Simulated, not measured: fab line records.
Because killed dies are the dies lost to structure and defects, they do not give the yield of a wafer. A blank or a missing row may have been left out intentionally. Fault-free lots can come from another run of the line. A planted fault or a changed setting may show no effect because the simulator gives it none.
fab line records	flow n5_finfet
record: lots: 7	wafers: 21
route steps=1938 shown BEOL_M15@1801 TV_LITHO@1879 PASSIVATION@1921
start_h: start of the lot's first displayed wafer, in hours after the record's first day	wait_h: hours from the lot's prior step to this one	" unchanged from the row above	L1.1+2: several wafers, shown together as one row	- no value present, or no start provided	* or withheld: withheld	< > ~ a bound
route shown NAME@n: a module of which the file shows steps, and the number in the route of the first	usual: mean/standard deviation taken from wafers without a fault	same: alike in all rows	chamber/n: place in a boat	sites: each site's reading	_std_site: standard deviation of those values	_edge_site: the outer-site mean with the inner-site mean subtracted	radius_mm: for every site, how far away it sits from the centre of the wafer	mask NAME#n: copy n	behind: the tool/chamber that last shaped the wafer	hold: why the lot went on hold/how many hours it stayed there/how the hold came to an end	device: the transistor (n, p or np) that didn't switch	end of line: at the end of the route, the tests of the same wafers	step lacking rows: just its recipe	killed: at the first sort, the dies lost to defects and structure; wafer yield is something else	map: the dies of a wafer, with x for killed, . for not killed, _ for no die there
set.NAME: the setting the step ran with; set.NAME@STEP: the setting that earlier step ran with	model.NAME: the simulator's own value behind a step, which no gauge read
lots where settings were altered on purpose, with a table for each step and a row for each wafer
== steps ==
step: N5_BEOL_M15_PEB_26
recipe: peb_temp_c: 130	peb_time_s: 90
lot.wafer	tool	chamber	start_h	wait_h	set.peb_temp_c
L079.1	litho_track-03	0	286.34	0.1	128.3
L079.2+3	"	0	"	"	130
L078.3+5+6	litho_track-04	0	288.86	0.0	130
L084.2	litho_track-04	0	327.32	0.0	130
L084.3+4	"	0	"	"	132
L086.1	litho_track-04	0	336.16	0.1	129
L086.5+6	"	0	"	"	130
L089.2	litho_track-04	0	361.65	0.0	130
L089.5+6	"	0	"	"	133.4
L092.2+3+6	litho_track-03	0	367.90	0.0	130
L094.2	litho_track-04	0	378.46	0.0	133.7
L094.5+6	"	0	"	"	130
step: N5_BEOL_M15_DEVELOP_27
recipe: develop_time_s: 45	rinse_liquid: diw	dry: air_spin	dev_temp_c: 21
step: N5_BEOL_M15_HARDBAKE_32
recipe: temp_c: 130	time_s: 120
step: N5_BEOL_M15_CD_MEAS_28
recipe: target_cd_nm: 407.6	landing_energy_ev: 500	detector: se_inlens
usual: cd_nm: 407.9/1.7
lot.wafer	tool	chamber	start_h	wait_h	set.peb_temp_c@BEOL_M15_PEB_26	cd_nm
L079.1	cd_sem-01	0	286.46	-	128.3	399.8
L079.2	"	0	"	"	130	406.6
L079.3	"	0	"	"	130	408.0
L078.3	cd_sem-02	0	288.97	-	130	408.2
L078.5	"	0	"	"	130	408.5
L078.6	"	0	"	"	130	409.3
L084.2	cd_sem-03	0	327.43	-	130	406.7
L084.3	"	0	"	"	132	415.4
L084.4	"	0	"	"	132	416.1
L086.1	cd_sem-01	0	336.27	-	129	401.3
L086.5	"	0	"	"	130	405.9
L086.6	"	0	"	"	130	405.4
L089.2	cd_sem-01	0	361.77	-	130	408.0
L089.5	"	0	"	"	133.4	421.8
L089.6	"	0	"	"	133.4	421.6
L092.2	cd_sem-03	0	368.01	-	130	409.3
L092.3	"	0	"	"	130	408.4
L092.6	"	0	"	"	130	408.7
L094.2	cd_sem-02	0	378.57	-	133.7	419.3
L094.5	"	0	"	"	130	403.8
L094.6	"	0	"	"	130	403.1
step: N5_BEOL_M15_DESCUM_33
recipe: chemistry: O2	time_s: 7.9	source_power_w: 50	bias_power_w: 20	pressure_mtorr: 20	rf_frequency_hz: 2.712e+07	temp_c: 40	o2_flow_sccm: 225
lot.wafer	tool	chamber	start_h	wait_h	set.peb_temp_c@BEOL_M15_PEB_26	model.BEOL_M15.cd_nm
L079.1	rie_diel-03	1	286.55	0.0	128.3	400
L079.2	"	3	"	"	130	406.4
L079.3	"	2	"	"	130	408
L078.3+5	rie_diel-04	2,3	289.39	0.4	130	408.4
L078.6	"	2	"	"	130	409.4
L084.2	rie_diel-06	3	327.52	0.0	130	406.2
L084.3	"	2	"	"	132	415.2
L084.4	"	1	"	"	132	416
L086.1	rie_diel-03	1	336.42	0.1	129	401.2
L086.5	"	0	"	"	130	405.6
L086.6	"	1	"	"	130	405.4
L089.2	rie_diel-03	2	361.85	0.0	130	408
L089.5	"	2	"	"	133.4	421.6
L089.6	"	3	"	"	133.4	421.4
L092.2	rie_diel-06	1	368.38	0.3	130	409.2
L092.3	"	0	"	"	130	408.2
L092.6	"	3	"	"	130	408.6
L094.2	rie_diel-06	3	378.66	0.0	133.7	419.2
L094.5	"	3	"	"	130	403.8
L094.6	"	2	"	"	130	402.8
step: N5_BEOL_M15_ETCH_61
recipe: chemistry: N2/H2	target: BARC	target_depth_a: 890	overetch_a: 267	time_s: 67.9	ion_energy_ev: 200	pressure_mtorr: 30	source_w: 840	bias_w: 150	n2_flow_sccm: 200	h2_flow_sccm: 200
lot.wafer	tool	chamber	start_h	wait_h	set.peb_temp_c@BEOL_M15_PEB_26	model.BEOL_M15.cd_nm
L079.1	rie_diel-03	1	286.58	0.0	128.3	392.8
L079.2	"	3	"	"	130	398.2
L079.3	"	2	"	"	130	400.6
L078.3	rie_diel-04	2	289.42	0.0	130	400.6
L078.5	"	3	"	"	130	401
L078.6	"	2	"	"	130	401.6
L084.2	rie_diel-06	3	327.56	0.0	130	399
L084.3	"	2	"	"	132	407.4
L084.4	"	1	"	"	132	408.4
L086.1	rie_diel-03	1	336.46	0.0	129	393.6
L086.5	"	0	"	"	130	398.6
L086.6	"	1	"	"	130	398.4
L089.2	rie_diel-03	2	361.89	0.0	130	401
L089.5	"	2	"	"	133.4	413.8
L089.6	"	3	"	"	133.4	413.4
L092.2	rie_diel-06	1	368.42	0.0	130	401.4
L092.3	"	0	"	"	130	399.6
L092.6	"	3	"	"	130	401.2
L094.2	rie_diel-06	3	378.70	0.0	133.7	412.8
L094.5	"	3	"	"	130	397
L094.6	"	2	"	"	130	395.2
step: N5_BEOL_M15_TRENCH_ETCH_34
recipe: chemistry: C4F8/O2/Ar	target: SiO2	target_depth_a: 8729.3	he_inner_torr: 15	he_outer_torr: 30	time_s: 199	ion_energy_ev: 800	pressure_mtorr: 20	source_w: 1905	bias_w: 2040	Ar_flow_sccm: 400	C4F8_flow_sccm: 16	O2_flow_sccm: 12
usual: rf_vpp_V: 2220/24
lot.wafer	tool	chamber	start_h	wait_h	set.bias_w	rf_vpp_V
L079.1	rie_diel-03	1	286.63	0.0	2157	2332
L079.2	"	3	"	"	2157	2295
L079.3	"	2	"	"	2040	2186
L078.3	rie_diel-04	2	289.48	0.0	2040	2196
L078.5	"	3	"	"	2040	2234
L078.6	"	2	"	"	2040	2193
L084.2	rie_diel-06	3	327.61	0.0	2040	2197
L084.3	"	2	"	"	2040	2249
L084.4	"	1	"	"	1754	2028
L086.1	rie_diel-03	1	336.51	0.0	2345	2470
L086.5	"	0	"	"	2345	2423
L086.6	"	1	"	"	2040	2244
L089.2	rie_diel-03	2	361.94	0.0	2336	2400
L089.5	"	2	"	"	2040	2187
L089.6	"	3	"	"	2336	2425
L092.2	rie_diel-06	1	368.47	0.0	2262	2421
L092.3	"	0	"	"	2040	2244
L092.6	"	3	"	"	2262	2359
L094.2	rie_diel-06	3	378.75	0.0	2040	2196
L094.5	"	3	"	"	2040	2197
L094.6	"	2	"	"	2040	2249
step: N5_PASSIVATION_EXPOSE_07
recipe: mask_id: TV	na: 0.55	source_shape: conventional	sigma_outer: 0.8	polarization: unpolarized	defocus_nm: 0	target_cd_nm: 3000	dose_mj: 22.75
lot.wafer	tool	chamber	start_h	wait_h	mask	set.dose_mj
L079.1+2	krf_scanner-02	0	302.66	-	TV#0	22.75
L079.3	"	0	"	"	TV#0	24.39
L078.3+5+6	krf_scanner-02	0	302.82	-	TV#0	22.75
L084.2	krf_scanner-01	0	336.28	-	TV#0	22.75
L084.3+4	"	0	"	"	TV#0	21.72
L086.1+6	krf_scanner-02	0	347.41	-	TV#0	22.75
L086.5	"	0	"	"	TV#0	21.34
L089.2+5+6	krf_scanner-02	0	371.48	-	TV#0	22.75
L092.2	krf_scanner-01	0	376.32	-	TV#0	22.75
L092.3+6	"	0	"	"	TV#0	23.43
L094.2+5	krf_scanner-02	0	390.96	-	TV#0	22.02
L094.6	"	0	"	"	TV#0	22.75
step: N5_PASSIVATION_PEB_08
recipe: peb_temp_c: withheld	peb_time_s: *
step: N5_PASSIVATION_DEVELOP_09
recipe: develop_time_s: 60	rinse_liquid: diw	dry: air_spin	dev_temp_c: 21
step: N5_PASSIVATION_HARDBAKE_11
recipe: temp_c: 130	time_s: 120
step: N5_PASSIVATION_CD_MEAS_10
recipe: target_cd_nm: 3000	landing_energy_ev: 500	detector: se_inlens
usual: cd_nm: 3001.3/1.5
lot.wafer	tool	chamber	start_h	wait_h	set.dose_mj@PASSIVATION_EXPOSE_07	cd_nm
L079.1	cd_sem-03	0	302.83	-	22.75	3000.9
L079.2	"	0	"	"	22.75	2998.1
L079.3	"	0	"	"	24.39	3015.4
L078.3	cd_sem-02	0	302.98	-	22.75	3003.6
L078.5	"	0	"	"	22.75	3001.4
L078.6	"	0	"	"	22.75	3001.4
L084.2	cd_sem-01	0	336.46	-	22.75	3000.2
L084.3	"	0	"	"	21.72	2990.9
L084.4	"	0	"	"	21.72	2989.6
L086.1	cd_sem-02	0	347.59	-	22.75	3000.2
L086.5	"	0	"	"	21.34	2984.3
L086.6	"	0	"	"	22.75	3000.0
L089.2	cd_sem-03	0	371.65	-	22.75	3001.4
L089.5	"	0	"	"	22.75	3002.2
L089.6	"	0	"	"	22.75	3001.6
L092.2	cd_sem-02	0	376.50	-	22.75	3002.6
L092.3	"	0	"	"	23.43	3007.1
L092.6	"	0	"	"	23.43	3009.3
L094.2	cd_sem-01	0	391.13	-	22.02	2996.0
L094.5	"	0	"	"	22.02	2995.3
L094.6	"	0	"	"	22.75	3002.7
step: N5_PASSIVATION_EXPOSE_41
recipe: mask_id: PASS_OPEN	na: 0.55	defocus_nm: 0	source_shape: conventional	sigma_outer: 0.8	polarization: unpolarized	target_cd_nm: 40000	dose_mj: 57.25
lot.wafer	tool	chamber	start_h	wait_h	mask	set.dose_mj
L079.1+2+3	krf_scanner-01	0	306.44	-	PASS_OPEN#0	57.25
L078.3+5+6	krf_scanner-01	0	306.50	-	PASS_OPEN#0	57.25
L084.2+4	krf_scanner-01	0	339.71	-	PASS_OPEN#0	57.25
L084.3	"	0	"	"	PASS_OPEN#0	59.23
L086.1+6	krf_scanner-01	0	351.36	-	PASS_OPEN#0	53.32
L086.5	"	0	"	"	PASS_OPEN#0	57.25
L089.2+5+6	krf_scanner-01	0	375.00	-	PASS_OPEN#0	57.25
L092.2	krf_scanner-02	0	379.89	-	PASS_OPEN#0	57.25
L092.3+6	"	0	"	"	PASS_OPEN#0	53.3
L094.2+6	krf_scanner-01	0	395.50	-	PASS_OPEN#0	57.25
L094.5	"	0	"	"	PASS_OPEN#0	60.47
step: N5_PASSIVATION_PEB_42
recipe: peb_temp_c: withheld	peb_time_s: *
step: N5_PASSIVATION_DEVELOP_43
recipe: develop_time_s: 60	rinse_liquid: diw	dry: air_spin	dev_temp_c: 21
step: N5_PASSIVATION_HARDBAKE_45
recipe: temp_c: 130	time_s: 120
step: N5_PASSIVATION_CD_MEAS_44
recipe: target_cd_nm: 40000	landing_energy_ev: 500	detector: se_inlens
usual: cd_nm: 40001/3
lot.wafer	tool	chamber	start_h	wait_h	set.dose_mj@PASSIVATION_EXPOSE_41	cd_nm
L079.1	cd_sem-03	0	306.62	-	57.25	39997
L079.2	"	0	"	"	57.25	40001
L079.3	"	0	"	"	57.25	40002
L078.3	cd_sem-03	0	306.67	-	57.25	40002
L078.5	"	0	"	"	57.25	40003
L078.6	"	0	"	"	57.25	40000
L084.2	cd_sem-01	0	339.88	-	57.25	39996
L084.3	"	0	"	"	59.23	40009
L084.4	"	0	"	"	57.25	39995
L086.1	cd_sem-01	0	351.54	-	53.32	39973
L086.5	"	0	"	"	57.25	40001
L086.6	"	0	"	"	53.32	39972
L089.2	cd_sem-02	0	375.17	-	57.25	39999
L089.5	"	0	"	"	57.25	40000
L089.6	"	0	"	"	57.25	39999
L092.2	cd_sem-01	0	380.06	-	57.25	40001
L092.3	"	0	"	"	53.3	39973
L092.6	"	0	"	"	53.3	39976
L094.2	cd_sem-02	0	395.67	-	57.25	40000
L094.5	"	0	"	"	60.47	40020
L094.6	"	0	"	"	57.25	39999
== key ==
split: step: N5_BEOL_M15_PEB_26	setting: peb_temp_c	stated: 130	by: wafer
response: step: N5_BEOL_M15_CD_MEAS_28	reading: cd_nm	change: +5.53	per: 1%	r: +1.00
response: step: N5_BEOL_M15_DESCUM_33	reading: model.BEOL_M15.cd_nm	change: +5.49	per: 1%	r: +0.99
response: step: N5_BEOL_M15_ETCH_61	reading: model.BEOL_M15.cd_nm	change: +5.43	per: 1%	r: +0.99
split: step: N5_BEOL_M15_TRENCH_ETCH_34	setting: bias_w	stated: 2040	by: wafer
response: step: N5_BEOL_M15_TRENCH_ETCH_34	reading: rf_vpp_V	change: +14.5	per: 1%	r: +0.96
split: step: N5_PASSIVATION_EXPOSE_07	setting: dose_mj	stated: 22.75	by: wafer
response: step: N5_PASSIVATION_CD_MEAS_10	reading: cd_nm	change: +2.28	per: 1%	r: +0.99
split: step: N5_PASSIVATION_EXPOSE_41	setting: dose_mj	stated: 57.25	by: wafer
response: step: N5_PASSIVATION_CD_MEAS_44	reading: cd_nm	change: +3.85	per: 1%	r: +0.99
